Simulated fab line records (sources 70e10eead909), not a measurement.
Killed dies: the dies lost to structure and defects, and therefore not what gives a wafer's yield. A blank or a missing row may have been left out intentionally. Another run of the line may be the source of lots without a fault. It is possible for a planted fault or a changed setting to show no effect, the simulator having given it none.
A struck lot beside a sound one | flow nand-harc | 14 steps out of a route of 1159
Sound: the wafers L102.1, L102.2, L102.5. Wafers L991.1, L991.3, L991.5 were the ones struck. The cause is given at the end.
Each step with rows lists, per side, the tool, then ch with its chambers, then its first start. Under that, the readings that differ: sound wafers | struck wafers | difference of the means | sigmas: that difference in standard deviations of wafers without a fault.
alike: words and numbers the same on both sides, and readings whose means are apart by under 2 such deviations; not compared: readings that were withheld, readings missing a value for some wafer, numbers with overlapping values and no deviation given by the record, and bounds like >300 which may hide the same value.
A row with sigmas, a row that says differs or no value, or rows on one side alone: a step with any of these is where the two part. Numbers that don't overlap but have no deviation are shown without sigmas and don't part them. A reading missing from all wafers of one side parts the sides only when that side holds two or more wafers.

first, 1 step without rows for these wafers: NHARC_A_STAIRCASE_SRD_474.
NHARC_A_STAIRCASE_INSPECT_155:
  sound on defect-inspect-02 at day 19 15:40; struck on defect-inspect-02 at day 16 18:36
  alike: raw-defect-count
NHARC_A_SGD_CUT_DEP_00: deposits SiNx, target thk 50 nm.
  sound on pecvd-01 ch 0,1,2, day 19 15:43; struck on pecvd-02 ch 0,1,2, day 16 18:50
  alike: heater-power-w
then, 9 steps without rows for these wafers: NHARC_A_SGD_CUT_DEHYDRATE_01 (time 120 s); NHARC_A_SGD_CUT_HMDS_02 (time 30 s); NHARC_A_SGD_CUT_COAT_56 (time 75 s); NHARC_A_SGD_CUT_COAT_57 (time 65 s); NHARC_A_SGD_CUT_COAT_03 (resist thk 90 nm); NHARC_A_SGD_CUT_SOFTBAKE_04 (time 55 s); NHARC_A_SGD_CUT_EBR_05; NHARC_A_SGD_CUT_EXPOSE_06 (exposes mask SGD); NHARC_A_SGD_CUT_PEB_07 (peb time 65 s).
NHARC_A_SGD_CUT_DEVELOP_08: develop time 35 s.
  struck on litho-track-06, day 16 19:00; sound on litho-track-04 ch 0, day 19 16:00
  no value came back on the struck wafers for chill-plate-temp-C (C), develop-time-s (s), developer-temp-C (C), exhaust-pa (Pa); on the sound wafers chill-plate-temp-C (C) reads 23.07 22.79 22.91
NHARC_A_SGD_CUT_CD_MEAS_09 targets a cd of 100 nm.
  sound on cd-sem-03 ch 0, day 19 16:26; struck on cd-sem-01 ch 0, day 16 19:26
  reading    | sound            | struck | difference                    | sigmas
  cd-nm (nm) | 99.8 100.6 100.5 | - - -  | no value on the struck wafers |

## WHERE THEY PART
At NHARC_A_SGD_CUT_DEVELOP_08 first; at NHARC_A_SGD_CUT_CD_MEAS_09 last (within this record only).

WHY: what had been put in by the simulator
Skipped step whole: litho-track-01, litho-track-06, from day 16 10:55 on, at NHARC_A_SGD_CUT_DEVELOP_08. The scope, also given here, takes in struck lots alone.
